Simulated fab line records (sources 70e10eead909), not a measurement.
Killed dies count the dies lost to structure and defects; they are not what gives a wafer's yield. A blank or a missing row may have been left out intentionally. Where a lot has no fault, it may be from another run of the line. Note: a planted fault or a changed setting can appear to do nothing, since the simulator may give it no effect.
Matching of chambers    flow nand_harc    4 sister chambers for NHARC_A_BLC_ETCH_16 on rie_diel-09
The step etches the open film in CF4, target depth 39 nm, time 65 s. 4 wafers are shown with their chamber, then 7 later ones without.

## WAFERS WITH THEIR CHAMBER
wafer   chamber  showerhead_plenum_p_Torr (Torr)
L370.2  3        1.69
L373.2  2        1.66
L374.3  1        1.88
L374.4  0        1.79

## WAFERS MISSING THEIR CHAMBER
wafer   showerhead_plenum_p_Torr (Torr)
L374.6  1.88
L379.1  1.66
L379.4  1.88
L379.6  1.88
L380.1  1.79
L380.4  1.88
L380.6  1.68

## CHAMBER TAKEN BY EACH
wafer   from the rows above  in truth
L374.6  1                    1
L379.1  2                    2
L379.4  1                    1
L379.6  1                    1
L380.1  0                    0
L380.4  1                    1
L380.6  3                    3
Correctly placed: 7 of 7. Not placeable from these rows: 0. 0 placed wrongly.
How it was worked out, from the rows above alone: a wafer's distance from a chamber is the root of the sum, over the readings, of the square of ((its reading less the chamber's mean) divided by the reading's scatter). If the next closest chamber is less than 2 further off than the closest, the wafer can't be placed; otherwise it belongs to the closest. For every chamber, the mean is computed from those of its wafers that are shown. The scatter: with one shown wafer a chamber, the root of the mean of the squares of how far each hidden wafer lies from its nearest shown one.
